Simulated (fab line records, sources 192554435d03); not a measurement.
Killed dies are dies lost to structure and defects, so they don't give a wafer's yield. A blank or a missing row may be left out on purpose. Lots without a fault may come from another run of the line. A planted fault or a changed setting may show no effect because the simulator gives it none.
Split-lot experiment | flow n5_finfet | 7 lots, 39 wafers read, on a route of 1938 steps

THE SPLIT
At N5_PMOS_HMC_CHANNEL_EPI_DESCUM_14 (chemistry O2, time 7.9 s), the setting time_s was moved away from the recipe's 7.9 s on 18 of the 39 wafers read, by -37.5% to +53.4%. The other wafers ran this setting at the recipe's value.

The reading is taken at the split's own step.

THE READING
CAR-ArF-block_of_PMOS_HMC_CHANNEL_EPI_COAT_03.thk_nm (the simulator's own value, which no gauge read), in nm, at N5_PMOS_HMC_CHANNEL_EPI_DESCUM_14 (chemistry O2, time 7.9 s). The file gives no usual value for it. The 21 wafers here that ran the recipe average 198.5 nm, standard deviation 0.71 nm.

wafer  | tool, chamber at the split | time_s as run, s | against the recipe | CAR-ArF-block_of_PMOS_HMC_CHANNEL_EPI_COAT_03.thk_nm, nm | against lot-mates on the recipe
L076.1 | rie_diel-02, 1             | 7.9              | recipe             | 198.3                                                    | -
L076.2 | rie_diel-02, 3             | 9.96             | +26.1%             | 197.3                                                    | -1.2
L076.3 | rie_diel-02, 0             | 7.9              | recipe             | 198.9                                                    | -
L076.4 | rie_diel-02, 2             | 9.96             | +26.1%             | 196.9                                                    | -1.6
L076.5 | rie_diel-02, 0             | 9.96             | +26.1%             | 197.2                                                    | -1.3
L076.6 | rie_diel-02, 1             | 7.9              | recipe             | 198.2                                                    | -
L079.1 | rie_diel-01, 2             | 7.9              | recipe             | 197.5                                                    | -
L079.2 | rie_diel-01, 3             | 6.186            | -21.7%             | 198.1                                                    | +0.7
L079.3 | rie_diel-01, 1             | 6.186            | -21.7%             | 197.8                                                    | +0.4
L079.4 | rie_diel-01, 0             | 7.9              | recipe             | 198.2                                                    | -
L079.5 | rie_diel-01, 0             | 6.186            | -21.7%             | 197.9                                                    | +0.5
L079.6 | rie_diel-01, 3             | 7.9              | recipe             | 196.6                                                    | -
L080.1 | rie_diel-05, 1             | 7.9              | recipe             | 199.8                                                    | -
L080.2 | rie_diel-05, 3             | 7.9              | recipe             | 199.5                                                    | -
L080.3 | rie_diel-05, 0             | 7.9              | recipe             | 198.5                                                    | -
L080.4 | rie_diel-05, 2             | 5.551            | -29.7%             | 200.9                                                    | +1.6
L080.5 | rie_diel-05, 0             | 5.551            | -29.7%             | 200.5                                                    | +1.2
L080.6 | rie_diel-05, 1             | 5.551            | -29.7%             | 200.8                                                    | +1.5
L081.1 | rie_diel-01, 1             | 4.939            | -37.5%             | 199.9                                                    | +1.5
L081.2 | rie_diel-01, 0             | 7.9              | recipe             | 198.5                                                    | -
L081.3 | rie_diel-01, 2             | 4.939            | -37.5%             | 200.1                                                    | +1.7
L081.4 | rie_diel-01, 3             | 7.9              | recipe             | 198.2                                                    | -
L081.5 | rie_diel-01, 1             | 4.939            | -37.5%             | 200                                                      | +1.6
L081.6 | rie_diel-01, 2             | 7.9              | recipe             | 198.4                                                    | -
L085.1 | rie_diel-05, 2             | 7.9              | recipe             | 198                                                      | -
L085.2 | rie_diel-05, 3             | 11.59            | +46.7%             | 196.3                                                    | -2.1
L085.3 | rie_diel-05, 0             | 11.59            | +46.7%             | 195.7                                                    | -2.7
L085.4 | rie_diel-05, 1             | 7.9              | recipe             | 198.8                                                    | -
L085.5 | rie_diel-05, 1             | 7.9              | recipe             | 198.3                                                    | -
L085.6 | rie_diel-05, 0             | 11.59            | +46.7%             | 195.8                                                    | -2.6
L090.1 | rie_diel-05, 3             | 7.9              | recipe             | 198                                                      | -
L090.2 | rie_diel-05, 1             | 7.9              | recipe             | 199                                                      | -
L090.3 | rie_diel-05, 2             | 12.12            | +53.4%             | 195.8                                                    | -2.4
L090.4 | rie_diel-05, 0             | 12.12            | +53.4%             | 195.5                                                    | -2.7
L090.5 | rie_diel-05, 0             | 7.9              | recipe             | 197.7                                                    | -
L090.6 | rie_diel-05, 3             | 12.12            | +53.4%             | 195.4                                                    | -2.8
L095.4 | rie_diel-02, 3             | 7.9              | recipe             | 198.9                                                    | -
L095.5 | rie_diel-02, 0             | 7.9              | recipe             | 199.3                                                    | -
L095.6 | rie_diel-02, 1             | 7.9              | recipe             | 199.2                                                    | -

THE FIT
A straight line over all 39 wafers: CAR-ArF-block_of_PMOS_HMC_CHANNEL_EPI_COAT_03.thk_nm changes by -0.0491 nm for each +1% of time_s; r = -0.86; the points scatter about the line by 0.75 nm.
The same after taking each lot's own level away (the mean of its wafers on the recipe; 39 wafers): -0.0476 nm for each +1%; r = -0.96; scatter 0.38 nm.
On that fit, the largest move of time_s shifts the reading by 2.5 nm.
The lots' own levels span 197.43 to 199.27 nm, that is 2.6 times the standard deviation above.
So the lot-to-lot level changes the slope little: the two slopes agree.
Check: with one of the wafers moved furthest among these (+53.4%) left out of the fit, the line predicts -2.65 nm for it against its lot-mates. It came out at -2.43 nm against them.

OTHER SPLITS ON THESE WAFERS
These wafers also went through other splits before the reading. Each is held against what the fit with the lots' levels taken away leaves over:
other split on the same wafers | wafers away from the commonest value | r with CAR-ArF-block_of_PMOS_HMC_CHANNEL_EPI_COAT_03.thk_nm (lot level and that fit taken away)
N5_ZERO_LAYER_PECVD_02 time_s  | 18                                   | -0.06

THE FILE'S OWN FIT
CAR-ArF-block_of_PMOS_HMC_CHANNEL_EPI_COAT_03.thk_nm changes by -0.0479 nm for each +1% of time_s, r = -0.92.
